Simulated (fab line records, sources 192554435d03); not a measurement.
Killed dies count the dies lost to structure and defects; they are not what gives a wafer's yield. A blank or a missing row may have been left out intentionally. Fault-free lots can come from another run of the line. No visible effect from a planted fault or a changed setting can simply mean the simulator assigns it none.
fab line records	flow n5Finfet
[record] lots = 10	wafers = 27	lastDay = 18
route steps=1938 shown BEOL_M5@1131 PASSIVATION@1936
lots with no fault: from the same line, run without faults
startH: hours from the record's opening day to when the first of the lot's shown wafers began	waitH: hours elapsed since this lot's preceding step	" as in the row above	L1.1+2: a row that stands for several wafers	- value missing, or start not given	* or withheld: withheld	< > ~ a bound
route shown NAME@n: NAME is a module with steps in the file, n the number in the route of the first one	usual: the fault-free wafers' mean and standard deviation	same: alike in all rows	chamber/n: place in a boat	sites: per-site readings	_std_site: the values' standard deviation	_edge_site: outer sites' mean less inner sites'	radiusMm: for every site, how far away it sits from the centre of the wafer	mask NAME#n: copy n	behind: the last tool/chamber to shape the wafer	hold: why the lot was held/for how many hours/how that ended	device: which transistor (n, p or np) failed to switch	end of line: the tests these same wafers got at the end of their route	where a step has no rows: the recipe by itself	killed: dies lost to structure and defects at the first sort, not the wafer's yield	map: per-die view of a wafer (x killed, . not killed, _ where there is no die)
set.NAME: setting as actually run; set.NAME@STEP: the setting as run at that earlier step	model.NAME: the simulator's own value behind a step, which no gauge read
route steps across a sampled set of lots; one table per step, one row per wafer
services: a tool's chamber out of use, with start hour (startH, from the record's first day; less than 0 if before it), hours out, and reason
[[steps]]
[step N5_BEOL_M5_ETCH_61]
[recipe] chemistry = CF4	target = SiARC	targetDepthA = 156	maskMaterial = CAR-EUV	timeS = 26	ionEnergyEv = 80	pressureMtorr = 40	sourceW = 545	biasW = 36	Ar_flow_sccm = 100	cf4FlowSccm = 100	ends = cleared
[usual] drypumpMotorCurrentA = 5.7/0.33	etchRfOnTimeS = 26.1/0.68	oesProductAu = 0.67/0.087	rfVppV = 184.1/1	showerheadPlenumPTorr = 2.16/0.064	throttleValvePct = 15.55/0.25
lot.wafer	tool	chamber	startH	waitH	drypumpMotorCurrentA	etchRfOnTimeS	oesProductAu	rfHoursCounterH	rfVppV	showerheadPlenumPTorr	throttleValvePct
L295.2	rieDiel-05	3	189.49	0.0	5.6	27.4	0.57	216	183.7	2.13	15.75
L295.4	"	0	"	"	5.3	26.1	0.77	24	185.7	2.29	15.51
L295.6	"	3	"	"	5.6	27.5	0.57	-	183.1	2.13	15.77
L298.2	rieDiel-05	3	213.59	0.0	5.6	27.3	0.58	221	182.5	2.13	15.76
L298.6	"	0	"	"	5.4	25.7	0.76	-	186.7	2.28	15.52
L300.2	rieDiel-05	3	224.21	0.0	5.6	27.4	0.56	224	184.2	2.13	15.79
L300.5	"	0	"	"	5.4	26.2	0.75	-	185.2	2.28	15.52
L300.6	"	1	"	"	5.2	25.9	0.64	-	183.4	2.14	15.40
L302.1	rieDiel-04	0	230.47	0.0	5.6	26.1	0.84	1	184.2	2.20	15.33
L302.3	"	2	"	"	6.2	25.4	0.74	43	184.1	2.08	15.03
L302.5	"	0	"	"	5.7	26.0	0.85	-	184.5	2.20	15.33
L303.1	rieDiel-04	1	244.70	0.0	6.3	25.6	0.58	245	186.0	2.20	15.90
L303.3	"	0	"	"	5.7	25.6	0.84	4	185.0	2.20	15.33
L303.4	"	2	"	"	6.2	25.0	0.74	47	183.6	2.08	15.04
L310.3	rieDiel-01	3	283.15	0.0	5.7	26.9	0.60	-	184.6	2.04	15.51
L310.4	"	0	"	"	5.3	25.7	0.68	-	184.5	2.16	15.58
L310.5	"	0	"	"	5.3	25.4	0.68	-	184.6	2.16	15.59
L312.1	rieDiel-05	3	288.30	0.0	5.6	27.6	0.55	243	184.5	2.12	15.82
L312.2	"	1	"	"	5.2	26.3	0.63	178	182.6	2.13	15.43
L314.1	rieDiel-04	0	307.20	0.0	5.7	25.8	0.77	29	184.1	2.19	15.38
L314.5	"	1	"	"	6.3	24.8	0.85	-	183.7	2.19	15.43
L317.2	rieDiel-04	1	314.60	0.0	6.2	25.0	0.83	10	185.7	2.19	15.44
L317.4	"	0	"	"	5.7	25.8	0.77	32	184.9	2.19	15.39
L317.5	"	0	"	"	5.6	26.2	0.76	-	186.0	2.19	15.38
L316.1	rieDiel-05	1	316.45	0.0	5.2	25.9	0.62	182	182.2	2.13	15.44
L316.2	"	2	"	"	5.8	26.5	0.59	250	183.4	2.11	15.75
L316.4	"	3	"	"	5.6	27.5	0.55	247	183.2	2.12	15.82
[step N5_BEOL_M5_ETCH_62]
[recipe] chemistry = N2/H2	target = SOC	targetDepthA = 750	overetchA = 150	maskMaterial = SiARC	tempC = 40	timeS = 112.5	ionEnergyEv = 200	pressureMtorr = 30	sourceW = 840	biasW = 150	n2FlowSccm = 200	h2FlowSccm = 200
[usual] drypumpMotorCurrentA = 5.7/0.34	oesProductAu = 0.62/0.075	rfVppV = 524.2/2.2	showerheadPlenumPTorr = 2.56/0.072	throttleValvePct = 17.73/0.2
lot.wafer	tool	chamber	startH	waitH	drypumpMotorCurrentA	oesProductAu	rfHoursCounterH	rfVppV	showerheadPlenumPTorr	throttleValvePct
L295.2	rieDiel-05	3	189.52	0.0	5.6	0.55	216	523.6	2.52	17.83
L295.4	"	0	"	"	5.4	0.73	24	528.5	2.71	17.66
L295.6	"	3	"	"	5.6	0.55	-	522.8	2.52	17.84
L298.2	rieDiel-05	3	213.61	0.0	5.6	0.54	221	523.4	2.51	17.85
L298.6	"	0	"	"	5.4	0.71	-	527.4	2.70	17.66
L300.2	rieDiel-05	3	224.24	0.0	5.6	0.55	224	525.3	2.51	17.85
L300.5	"	0	"	"	5.4	0.70	-	528.6	2.70	17.68
L300.6	"	1	"	"	5.2	0.59	-	524.2	2.54	17.60
L302.1	rieDiel-04	0	230.50	0.0	5.7	0.78	1	524.6	2.62	17.59
L302.3	"	2	"	"	6.2	0.68	43	523.5	2.49	17.35
L302.5	"	0	"	"	5.6	0.78	-	524.3	2.62	17.59
L303.1	rieDiel-04	1	244.73	0.0	6.3	0.55	245	525.5	2.60	17.98
L303.3	"	0	"	"	5.6	0.76	4	526.2	2.62	17.58
L303.4	"	2	"	"	6.2	0.67	47	522.1	2.49	17.34
L310.3	rieDiel-01	3	283.23	0.1	5.7	0.56	-	519.0	2.43	17.76
L310.4	"	0	"	"	5.3	0.62	-	523.7	2.55	17.70
L310.5	"	0	"	"	5.3	0.62	-	523.9	2.55	17.70
L312.1	rieDiel-05	3	288.33	0.0	5.6	0.53	243	523.8	2.50	17.88
L312.2	"	1	"	"	5.2	0.58	178	522.9	2.54	17.63
L314.1	rieDiel-04	0	307.22	0.0	5.6	0.71	29	525.6	2.61	17.64
L314.5	"	1	"	"	6.3	0.76	-	526.4	2.59	17.56
L317.2	rieDiel-04	1	314.63	0.0	6.3	0.75	10	525.8	2.59	17.53
L317.4	"	0	"	"	5.7	0.71	32	524.0	2.61	17.65
L317.5	"	0	"	"	5.6	0.70	-	525.5	2.61	17.67
L316.1	rieDiel-05	1	316.47	0.0	5.2	0.58	182	524.3	2.53	17.64
L316.2	"	2	"	"	5.9	0.55	250	521.4	2.50	17.91
L316.4	"	3	"	"	5.6	0.53	247	522.7	2.50	17.90
[step N5_BEOL_M5_ETCH_67]
[recipe] chemistry = CF4	target = SiARC	targetDepthA = 156	maskMaterial = CAR-EUV	timeS = 26	ionEnergyEv = 80	pressureMtorr = 40	sourceW = 545	biasW = 36	Ar_flow_sccm = 100	cf4FlowSccm = 100	ends = cleared
[usual] drypumpMotorCurrentA = 5.7/0.34	etchRfOnTimeS = 26.0/0.57	oesProductAu = 0.68/0.083	rfVppV = 184.3/1	showerheadPlenumPTorr = 2.14/0.059	throttleValvePct = 15.53/0.24
lot.wafer	tool	chamber	startH	waitH	drypumpMotorCurrentA	etchRfOnTimeS	oesProductAu	rfHoursCounterH	rfVppV	showerheadPlenumPTorr	throttleValvePct
L295.2	rieDiel-05	0	191.26	0.0	5.4	25.7	0.78	24	184.8	2.29	15.52
L295.4	"	1	"	"	5.2	25.6	0.65	-	184.8	2.14	15.37
L295.6	"	2	"	"	5.8	26.4	0.61	-	185.4	2.12	15.67
L298.2	rieDiel-04	1	216.27	0.0	6.3	25.8	0.59	237	185.2	2.20	15.89
L298.6	"	3	"	"	5.9	26.5	0.82	-	185.8	2.20	15.42
L300.2	rieDiel-01	3	225.19	0.0	5.7	26.6	0.61	155	182.4	2.05	15.44
L300.5	"	2	"	"	5.4	26.7	0.58	-	183.8	2.11	16.10
L300.6	"	1	"	"	5.5	25.8	0.63	-	185.8	2.13	15.63
L302.1	rieDiel-04	3	232.48	0.0	5.9	26.3	0.79	9	184.1	2.20	15.45
L302.3	"	0	"	"	5.6	26.0	0.85	1	184.8	2.20	15.33
L302.5	"	1	"	"	6.3	25.8	0.59	-	185.1	2.20	15.92
L303.1	rieDiel-04	1	245.72	0.0	6.3	26.0	0.58	246	186.3	2.20	15.92
L303.3	"	3	"	"	5.9	26.3	0.78	13	184.3	2.20	15.45
L303.4	"	0	"	"	5.7	26.0	0.82	5	184.2	2.20	15.33
L310.3	rieDiel-04	0	284.42	0.0	5.7	25.7	0.80	20	184.2	2.19	15.36
L310.4	"	0	"	"	5.6	25.9	0.78	-	184.9	2.19	15.34
L310.5	"	3	"	"	5.9	15.6	1.03	-	185.7	2.19	15.49
L312.1	rieDiel-04	2	293.03	0.0	6.2	15.0	1.00	66	181.8	2.07	15.07
L312.2	"	1	"	"	6.3	24.7	0.87	1	183.5	2.19	15.42
L314.1	rieDiel-04	3	309.48	0.0	5.9	15.6	1.03	36	183.1	2.19	15.49
L314.5	"	1	"	"	6.3	14.8	1.16	-	184.9	2.19	15.45
L317.2	rieDiel-01	2	316.03	0.0	5.4	26.8	0.80	8	184.2	2.10	15.59
L317.4	"	0	"	"	5.3	25.7	0.66	109	183.2	2.16	15.63
L317.5	"	1	"	"	5.5	26.4	0.61	-	184.4	2.12	15.69
L316.1	rieDiel-01	0	317.99	0.0	5.3	25.4	0.67	110	184.3	2.15	15.61
L316.2	"	3	"	"	5.7	26.7	0.59	186	184.3	2.04	15.53
L316.4	"	2	"	"	5.4	26.2	0.80	9	184.2	2.10	15.62
[step N5_BEOL_M5_STRIP_91]
[recipe] chemistry = N2/H2	timeS = 10	powerW = 450	tempC = 40	pressureMtorr = 20	rfFrequencyHz = 6e+07	biasPowerW = 7	n2FlowSccm = 200	h2FlowSccm = 200
[usual] drypumpMotorCurrentA = 5.7/0.34	oesProductAu = 0.79/0.098	rfVppV = 59.2/0.99	showerheadPlenumPTorr = 2.54/0.065	throttleValvePct = 23.51/0.19
lot.wafer	tool	chamber	startH	waitH	drypumpMotorCurrentA	oesProductAu	rfHoursCounterH	rfVppV	showerheadPlenumPTorr	throttleValvePct
L295.2	rieDiel-05	0	-	-	5.4	0.91	24	59.7	2.70	23.48
L295.4	"	1	"	"	5.2	0.75	-	60.7	2.54	23.39
L295.6	"	2	"	"	5.9	0.71	-	58.9	2.51	23.55
L298.2	rieDiel-04	1	-	-	6.3	0.68	237	59.9	2.59	23.68
L298.6	"	3	"	"	5.9	0.95	-	58.9	2.61	23.58
L300.2	rieDiel-01	3	-	-	5.7	0.72	155	60.6	2.43	23.56
L300.5	"	2	"	"	5.4	0.68	-	60.0	2.50	24.12
L300.6	"	1	"	"	5.5	0.73	-	57.9	2.53	23.47
L302.1	rieDiel-04	3	-	-	5.9	0.93	9	59.3	2.60	23.59
L302.3	"	0	"	"	5.6	0.99	2	59.7	2.62	23.49
L302.5	"	1	"	"	6.3	0.67	-	59.3	2.59	23.69
L303.1	rieDiel-04	1	-	-	6.3	0.67	246	61.1	2.59	23.69
L303.3	"	3	"	"	5.9	0.91	13	57.9	2.60	23.61
L303.4	"	0	"	"	5.6	0.96	5	60.4	2.61	23.49
L310.3	rieDiel-04	0	-	-	5.7	0.93	20	60.3	2.61	23.52
L310.4	"	0	"	"	5.6	0.93	-	59.6	2.61	23.53
L310.5	"	3	"	"	5.9	0.88	-	58.6	2.59	23.64
L312.1	rieDiel-04	2	-	-	6.2	0.81	66	58.8	2.47	23.17
L312.2	"	1	"	"	6.3	1.01	1	59.9	2.59	23.33
L314.1	rieDiel-04	3	-	-	5.9	0.87	36	58.8	2.59	23.64
L314.5	"	1	"	"	6.3	0.97	-	60.5	2.59	23.34
L317.2	rieDiel-01	2	-	-	5.4	0.94	8	57.5	2.49	23.71
L317.4	"	0	"	"	5.3	0.78	109	59.0	2.54	23.49
L317.5	"	1	"	"	5.6	0.70	-	59.5	2.51	23.50
L316.1	rieDiel-01	0	-	-	5.3	0.78	110	60.4	2.54	23.50
L316.2	"	3	"	"	5.7	0.69	186	56.9	2.42	23.62
L316.4	"	2	"	"	5.4	0.94	9	58.1	2.49	23.71
[step N5_PASSIVATION_PROBE_49]
[usual] defectLimitedYield = 91.0/1.5	killed_at_M0_to_M3 = 33/9.4	killed_at_M4_up = 14/4.8	killedAtContacts = 13/7.3	killedAtFrontEnd = 43/13	killedAtOther = 3.6/2.9	killedDies = 106/18	killedOnRim = 14/4.2	killedOpen = 69/13	killedShort = 35/8.2	sort_bin_5_function = 5.3/1	sort_bin_6_memory = 3.3/0.68	sortNPass = 1074/18	sortYieldPct = 91.0/1.5
[same] grossDies = 1180	killedAtBackSide = 0	sort_bin_4_leakage[%] = 0	sort_bin_8_speed[%] = 0
lot.wafer	tool	chamber	startH	waitH	defectLimitedYield[%]	killed_at_M0_to_M3	killed_at_M4_up	killedAtContacts	killedAtFrontEnd	killedAtOther	killedDies	killedOnRim	killedOpen	killedShort	sort_bin_5_function[%]	sort_bin_6_memory[%]	sortNPass	sortYieldPct[%]
L302.1	prober-01	-	325.56	0.0	90.1	37	16	16	45	3	117	13	72	44	6.4	2.9	1063	90.1
L302.3	prober-01	-	325.66	0.1	91.0	35	13	7	46	5	106	19	68	38	5.1	3.6	1074	91.0
L302.5	prober-01	-	325.76	0.2	93.7	18	13	7	31	5	74	14	42	32	3.2	2.8	1106	93.7
L300.2	prober-02	-	329.36	0.1	91.9	17	19	9	48	3	96	14	68	26	4.7	3.1	1084	91.9
L300.5	prober-02	-	329.51	0.2	92.2	27	14	9	40	2	92	17	58	30	4.9	2.3	1088	92.2
L300.6	prober-02	-	329.56	0.3	91.2	21	14	14	43	12	104	9	73	31	4.4	4.3	1076	91.2
L303.1	prober-01	-	350.89	0.0	92.1	27	13	18	34	1	93	20	68	25	4.9	2.5	1087	92.1
L303.3	prober-01	-	350.99	0.1	91.2	40	5	7	52	0	104	15	69	33	5.3	3.2	1076	91.2
L303.4	prober-01	-	351.04	0.2	87.4	42	12	6	85	4	149	11	89	56	7.6	4.1	1031	87.4
L310.3	prober-02	-	381.59	0.1	91.5	37	14	6	41	2	100	5	59	38	4.7	3.6	1080	91.5
L310.4	prober-02	-	381.64	0.2	92.5	27	14	5	42	1	89	12	61	22	4.4	2.3	1091	92.5
L310.5	prober-02	-	381.69	0.2	89.5	52	16	15	41	0	124	23	82	41	6.1	4.2	1056	89.5
// killed by level:class
L302.1 BEOL_M2:geometricParticle:open=20 FIN_SAQP:geometricParticle:short=12 STI_FIN_REVEAL:geometricParticle:open=9 MOL_CONTACT_COAG:geometricParticle:open=9 BEOL_M4:geometricParticle:open=8 FIN_SAQP:geometricParticle:open=7 MOL_CONTACT_COAG:geometricParticle:short=7 BEOL_M0_SAQP:geometricParticle:short=6
L302.3 STI_FIN_REVEAL:geometricParticle:open=11 FIN_SAQP:geometricParticle:short=9 BEOL_M0_SAQP:geometricParticle:short=8 DUMMY_GATE:geometricParticle:open=7 BEOL_M0_SAQP:geometricParticle:open=7 BEOL_M3:geometricParticle:short=7 BEOL_M4:geometricParticle:open=7 BEOL_M3:geometricParticle:open=6
L302.5 FIN_SAQP:geometricParticle:short=9 BEOL_M4:geometricParticle:open=6 GATE_CUT:geometricParticle:short=6 BEOL_M2:geometricParticle:open=6 STI_FIN_REVEAL:geometricParticle:open=5 FIN_SAQP:geometricParticle:open=4 MOL_CONTACT_COAG:geometricParticle:short=4 MOL_CONTACT_COAG:geometricParticle:open=3
L300.2 FIN_SAQP:geometricParticle:open=15 FIN_SAQP:geometricParticle:short=11 STI_FIN_REVEAL:geometricParticle:open=10 MOL_CONTACT_COAG:geometricParticle:open=9 BEOL_M4:geometricParticle:open=8 BEOL_M1:geometricParticle:open=7 BEOL_M0_SAQP:geometricParticle:open=4 BEOL_M6:geometricParticle:open=4
L300.5 BEOL_M4:geometricParticle:open=12 STI_FIN_REVEAL:geometricParticle:open=9 FIN_SAQP:geometricParticle:open=8 BEOL_M3:geometricParticle:open=8 FIN_SAQP:geometricParticle:short=6 MOL_CONTACT_COAG:geometricParticle:open=6 BEOL_M1:geometricParticle:open=6 HKMG_FIN:areaEtch=4
L300.6 STI_FIN_REVEAL:geometricParticle:open=11 MOL_CONTACT_COAG:geometricParticle:open=10 FIN_SAQP:geometricParticle:open=9 BEOL_M4:geometricParticle:open=8 MIM_TOP:geometricParticle:short=7 FIN_SAQP:geometricParticle:short=6 DUMMY_GATE:geometricParticle:open=5 MOL_CONTACT_COAG:geometricParticle:short=4
L303.1 MOL_CONTACT_COAG:geometricParticle:open=13 STI_FIN_REVEAL:geometricParticle:open=9 FIN_SAQP:geometricParticle:open=8 BEOL_M2:geometricParticle:open=6 BEOL_M5:geometricParticle:open=6 MOL_CONTACT_COAG:geometricParticle:short=5 FIN_SAQP:geometricParticle:short=4 BEOL_M1:geometricParticle:open=4
L303.3 FIN_SAQP:geometricParticle:open=15 FIN_SAQP:geometricParticle:short=11 BEOL_M2:geometricParticle:open=11 BEOL_M0_SAQP:geometricParticle:short=9 BEOL_M0_SAQP:geometricParticle:open=7 STI_FIN_REVEAL:geometricParticle:open=6 MOL_CONTACT_COAG:geometricParticle:open=6 GATE_CUT:geometricParticle:open=4
L303.4 FIN_SAQP:geometricParticle:open=33 FIN_SAQP:geometricParticle:short=21 BEOL_M2:geometricParticle:open=15 BEOL_M0_SAQP:geometricParticle:open=7 BEOL_M1:geometricParticle:open=6 MOL_CONTACT_COAG:geometricParticle:open=5 BEOL_M4:geometricParticle:open=5 STARTING-WAFER:geometricParticle:open=5
L310.3 STI_FIN_REVEAL:geometricParticle:open=14 FIN_SAQP:geometricParticle:short=10 FIN_SAQP:geometricParticle:open=7 BEOL_M0_SAQP:geometricParticle:open=7 BEOL_M0_SAQP:geometricParticle:short=6 BEOL_M3:geometricParticle:short=6 BEOL_M4:geometricParticle:open=6 BEOL_M2:geometricParticle:open=5
L310.4 STI_FIN_REVEAL:geometricParticle:open=12 BEOL_M2:geometricParticle:open=8 BEOL_M0_SAQP:geometricParticle:open=7 FIN_SAQP:geometricParticle:short=6 DUMMY_GATE:geometricParticle:open=5 MOL_CONTACT_COAG:geometricParticle:open=5 BEOL_M8:geometricParticle:open=5 HKMG_FIN:areaEtch=5
L310.5 BEOL_M0_SAQP:geometricParticle:open=15 MOL_CONTACT_COAG:geometricParticle:open=13 BEOL_M0_SAQP:geometricParticle:short=12 DUMMY_GATE:geometricParticle:open=9 BEOL_M2:geometricParticle:open=8 BEOL_M3:geometricParticle:open=8 FIN_SAQP:geometricParticle:short=7 STI_FIN_REVEAL:geometricParticle:open=6
[[services]]
tool	chamber	startH	hours	kind
rieDiel-04	3	184.80	-	clean
rieDiel-04	3	184.80	-	consumableReplace:focusRing
rieDiel-04	3	184.80	21.8	scheduledDown
rieDiel-04	3	184.80	21.8	ventCycle
rieDiel-05	3	190.29	7.9	repair
rieDiel-01	1	194.00	11.3	repair
rieDiel-01	0	197.51	3.7	repair
rieDiel-04	0	206.61	-	clean
rieDiel-04	0	206.61	-	consumableReplace:focusRing
rieDiel-04	0	206.61	19.9	scheduledDown
rieDiel-04	0	206.61	19.9	ventCycle
rieDiel-01	3	226.04	5.8	repair
rieDiel-01	2	236.17	32.3	repair
rieDiel-01	-	236.82	0.8	repair
rieDiel-04	1	253.83	13.9	repair
rieDiel-04	1	274.71	-	clean
rieDiel-04	1	274.71	-	consumableReplace:focusRing
rieDiel-04	1	274.71	15.4	scheduledDown
rieDiel-04	1	274.71	15.4	ventCycle
rieDiel-01	1	279.30	8.4	repair
rieDiel-01	3	286.15	4.1	repair
rieDiel-04	3	287.19	4.6	repair
rieDiel-05	-	295.90	14.6	pm
rieDiel-05	2	318.19	-	clean
[[key]]
[firstSign] step = N5_BEOL_M5_ETCH_67	reading = etchRfOnTimeS	direction = down	sigmas = 19	usual = *	struck = *
[effect] step = N5_BEOL_M5_ETCH_67	reading = oesProductAu	direction = up	sigmas = 4.5	usual = 0.68	struck = 1.06
metAt N5_BEOL_M5_ETCH_67
struckLots L310,L312,L314
struckWafers L310.5,L312.1,L314.1,L314.5
notActingAt N5_BEOL_M5_ETCH_61,N5_BEOL_M5_ETCH_62,N5_BEOL_M5_STRIP_91
onsetBetween 245.72 284.42
[fault] kind = processParameterDrift	tool = rieDiel-04	chamber = -	onsetH = 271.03	steps = N5_BEOL_M5_ETCH_67	channel = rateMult	offset = 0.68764	shape = step	endH = 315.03	scope = struckWafersOnly
